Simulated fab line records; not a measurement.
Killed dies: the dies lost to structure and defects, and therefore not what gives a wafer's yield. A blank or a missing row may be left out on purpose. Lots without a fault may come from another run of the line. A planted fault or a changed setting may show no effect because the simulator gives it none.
The tool behind it: which one? + flow nandHarc + Sampling: 6 lots, 18 wafers, 3 of 1302 route steps

== WHAT THE GAUGES READ, wafer by wafer ==
NHARC_END_SORT_01.
| lot  | measured     | on        | killedAtPeriphery |
|------|--------------|-----------|-------------------|
| L214 | day 26 03:20 | prober-02 | 2 2 4             |
| L217 | day 27 10:14 | prober-01 | 603 2 600         |
| L224 | day 30 13:50 | prober-01 | 2 2 2             |
| L226 | day 32 01:20 | prober-01 | 7 5 5             |
| L230 | day 33 02:05 | prober-01 | 3 3 3             |
| L229 | day 33 09:09 | prober-01 | 6 3 6             |

== WHICH TOOL RAN EACH LOT (tool, then ch and the chambers of the sampled wafers, then the start) ==
| lot  | NHARC_P_BONDPAD_PVD_27      | NHARC_THIN_TSV_ETCH_36           |
|------|-----------------------------|----------------------------------|
| L214 | pvdSputter-03, day 8 05:31  | rieMetal-02 ch 0,1, day 25 11:19 |
| L217 | pvdSputter-03, day 9 14:08  | rieMetal-01 ch 0, day 27 01:50   |
| L224 | pvdSputter-03, day 13 03:40 | rieMetal-01 ch 0,1, day 30 05:10 |
| L226 | pvdSputter-03, day 13 22:22 | rieMetal-03 ch 0,1, day 31 15:40 |
| L230 | pvdSputter-02, day 15 01:10 | rieMetal-03 ch 0,1, day 32 10:12 |
| L229 | pvdSputter-03, day 15 07:29 | rieMetal-02 ch 0,1, day 32 21:38 |
- NHARC_P_BONDPAD_PVD_27: deposits Cu, target thk 30 nm, time 20.49 s.
- NHARC_THIN_TSV_ETCH_36: etches the open film in Cl2/BCl3, target depth 65 nm, time 18.571 s.

== THE ANSWER, worked out from the rows above alone ==
Rule: the usual values come from the lots themselves. The widest of any qualifying gaps counts: lots, ordered by their means at a reading, are off when they make up no more than a third of the lots, leave a main group of 4 or more, and stand apart from it by 3 or more times the standard deviation of that group's means. A main group is skipped when, at the precision printed for the reading in the tables above, its means are all equal. Also off: a lot with no number at a reading for which 4 or more lots have one. Any other lot the step has rows for is counted as sound.
Off at NHARC_END_SORT_01 (killedAtPeriphery): L217. Mean 3.7 and standard deviation 1.4 in the main group.
A tool fits if, at a process step before that reading, it ran every lot that is off, and no sound lot after the first of them. Gauges at NHARC_END_SORT_01: tried the same way as those tools. None of those tried fits.

== WHAT THE SIMULATOR HAD INSERTED ==
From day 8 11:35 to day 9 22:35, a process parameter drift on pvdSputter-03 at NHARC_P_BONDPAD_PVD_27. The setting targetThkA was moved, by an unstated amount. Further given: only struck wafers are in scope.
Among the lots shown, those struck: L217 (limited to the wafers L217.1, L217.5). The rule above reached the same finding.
